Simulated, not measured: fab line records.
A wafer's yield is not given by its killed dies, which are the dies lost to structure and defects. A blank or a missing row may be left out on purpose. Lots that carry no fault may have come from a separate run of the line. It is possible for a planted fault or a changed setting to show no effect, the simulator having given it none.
Lot-split experiment -- flow n5-finfet -- route with 1938 steps; 7 lots, 21 wafers read

== ABOUT THE SPLIT ==
At N5_BEOL_M0_DEP_125 (deposits SiCN from 3MS/NH3, target thk 8 nm, time 14 s), the setting time-s was moved away from the recipe's 14 s on 8 of the 21 wafers read, by -14.3% to +9.1%. For the rest of the wafers, this setting stayed at what the recipe calls for.

The split's own step is where the reading is taken.

== THE READING ==
SiCN_of_BEOL_M0_DEP_125.thk-nm (the simulator's own value, which no gauge read), in nm, at N5_BEOL_M0_DEP_125 (deposits SiCN from 3MS/NH3, target thk 8 nm, time 14 s). The file gives no usual value for it. Across the 13 wafers here that went through the recipe, the average is 8.0 nm and the standard deviation 0.11 nm.

wafer,"tool, chamber at the split","time-s as run, s",against the recipe,"SiCN_of_BEOL_M0_DEP_125.thk-nm, nm",against lot-mates on the recipe
L077.1,"pecvd-03, 1,0",12,-14.3%,6.8,-1.2
L077.3,"pecvd-03, 1,0",12,-14.3%,6.8,-1.2
L077.2,"pecvd-03, 2",14,recipe,8,-
L081.1,"pecvd-02, 0",12.5,-10.7%,7.2,-0.9
L081.4,"pecvd-02, 0",14,recipe,8.2,-
L081.5,"pecvd-02, 2",14,recipe,8,-
L084.4,"pecvd-02, 0,2,1",14,recipe,8,-
L084.5,"pecvd-02, 0,2,1",14,recipe,8,-
L084.6,"pecvd-02, 0,2,1",14,recipe,8,-
L086.1,"pecvd-01, 1,0",12.84,-8.3%,7.2,-0.6
L086.5,"pecvd-01, 1,0",12.84,-8.3%,7.2,-0.6
L086.3,"pecvd-01, 0",14,recipe,7.8,-
L088.4,"pecvd-01, 2",12.96,-7.4%,7.2,-0.8
L088.5,"pecvd-01, 0,1",14,recipe,8,-
L088.6,"pecvd-01, 0,1",14,recipe,8,-
L091.1,"pecvd-03, 1",14,recipe,7.8,-
L091.2,"pecvd-03, 0",14,recipe,8,-
L091.5,"pecvd-03, 1",14,recipe,8.2,-
L094.1,"pecvd-02, 2",14,recipe,8,-
L094.3,"pecvd-02, 0,1",15.28,+9.1%,9,+1.0
L094.5,"pecvd-02, 0,1",15.28,+9.1%,9,+1.0
Where a row lists several chambers, the file gives one row for several wafers and doesn't say which wafer went through which chamber.

FIT RESULTS
A straight line over all 21 wafers: SiCN_of_BEOL_M0_DEP_125.thk-nm changes by +0.0924 nm for each +1% of time-s; r = +0.98; the points scatter about the line by 0.12 nm.
The same after taking each lot's own level away (the mean of its wafers on the recipe; 21 wafers): +0.0903 nm for each +1%; r = +0.98; scatter 0.11 nm.
The reading moves by 1.3 nm for the largest change in time-s, on that fit.
Measured against the standard deviation above, the lots' own levels, which go from 7.80 to 8.10 nm, span 2.7 times it.
So the lot-to-lot level changes the slope little: the two slopes agree.
Check: with one of the wafers moved furthest among these (-14.3%) left out of the fit, the line predicts -1.27 nm for it against its lot-mates. Against them it came out at -1.2 nm.

== FURTHER SPLITS ON THESE WAFERS ==
Note: prior to the reading, these wafers also went through further splits. Each is held against what the fit with the lots' levels taken away leaves over:
other split on the same wafers,wafers away from the commonest value,r with SiCN_of_BEOL_M0_DEP_125.thk-nm (lot level and that fit taken away)
N5_GATE_CUT_COAT_27 spin-rpm,4,-0.22
N5_GATE_CUT_DESCUM_18 time-s,9,-0.22
N5_MOL_CONTACT_COAG_COAT_64 spin-rpm,6,+0.13
N5_BEOL_M0_SAQP_PECVD_04 time-s,6,-0.06
N5_BEOL_M0_SAQP_DEVELOP_13 develop-time-s,5,-0.15
N5_BEOL_M0_SAQP_EXPOSE_37 dose-mj,5,-0.04
N5_BEOL_M0_SAQP_CUT_ETCH_46 time-s,8,-0.16

== FILE'S OWN FIT ==
SiCN_of_BEOL_M0_DEP_125.thk-nm changes by +0.089 nm for each +1% of time-s, r = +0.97.
